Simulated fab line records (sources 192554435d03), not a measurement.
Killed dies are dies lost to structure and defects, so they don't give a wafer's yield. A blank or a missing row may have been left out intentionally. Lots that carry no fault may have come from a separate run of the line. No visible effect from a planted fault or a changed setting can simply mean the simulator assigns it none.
One fault seen from 2 desks | flow n5Finfet | numbers are kept per desk, each desk with only its own; the story behind them comes last

== METROLOGY DESK ==
Lot by lot, what the gauges showed, no matter which tool ran the lot: averages of those sampled wafers that carry a number. Any lot whose mean is over 4 standard deviations away from the usual mean is out of limits and marked OUT; that distance is given in the brackets.
Columns: A = M7_RS at N5_BEOL_M7_RS_MEAS_57, usual 0.286 ohm/sq; B = M8_ILD_THK at N5_BEOL_M8_THK_MEAS_01, usual 154.6 nm
lot  | first seen here | A     | B
L344 | day 10 23:16    | 0.281 | 151.9
L346 | day 11 13:17    | 0.285 | 153.5
L348 | day 12 10:43    | 0.281 | 153.7
L349 | day 12 14:31    | 0.290 | 154.5
L350 | day 13 05:50    | 0.289 | 154.8
L352 | day 13 17:34    | 0.280 | 155.8
L353 | day 13 22:07    | 0.282 | 152.7
L355 | day 14 05:35    | 0.290 | 155.1
L357 | day 14 06:08    | 0.288 | 153.1
L360 | day 15 04:25    | 0.291 | 154.1
L363 | day 16 11:46    | 0.279 | 155.0
L364 | day 16 16:00    | 0.281 | 154.5
L365 | day 16 16:08    | 0.288 | 154.8
L367 | day 17 02:37    | 0.285 | 157.0
Finding of this desk: none of the 14 lots has anything out of limits.

== AT THE TOOL OWNER'S DESK: lithoTrack-05 ==
The tool's own readings at N5_BEOL_M8_PEB_09 (peb time 60 s): means of the sampled wafers that have a number, for each lot that ran on this tool. Any lot whose mean is over 4 standard deviations away from the usual mean is out of limits and marked OUT; that distance is given in the brackets.
Columns: A = chillPlateTempC at N5_BEOL_M8_PEB_09, usual 23.01 C; B = exhaustPa at N5_BEOL_M8_PEB_09, usual 45.1 Pa; C = resistLineTempC at N5_BEOL_M8_PEB_09, usual 22.99 C
lot  | first seen here | A     | B    | C
L344 | day 11 01:47    | 22.96 | 45.3 | 23.13
L349 | day 12 17:31    | 22.96 | 45.8 | 22.94
L350 | day 13 07:46    | 23.11 | 44.8 | 22.89
L360 | day 15 07:26    | 22.94 | 45.4 | 23.04
L363 | day 16 15:13    | 22.96 | 45.3 | 22.92
L365 | day 16 18:59    | 22.95 | 44.5 | 22.88
L367 | day 17 06:59    | 23.05 | 44.7 | 22.95
Finding of this desk: none of the 7 lots has anything out of limits.

== TAKEN TOGETHER ==
At the metrology desk, nothing out of limits was observed.
The tool owner's desk saw nothing out of limits.

== WHAT HAD BEEN PUT IN BY THE SIMULATOR ==
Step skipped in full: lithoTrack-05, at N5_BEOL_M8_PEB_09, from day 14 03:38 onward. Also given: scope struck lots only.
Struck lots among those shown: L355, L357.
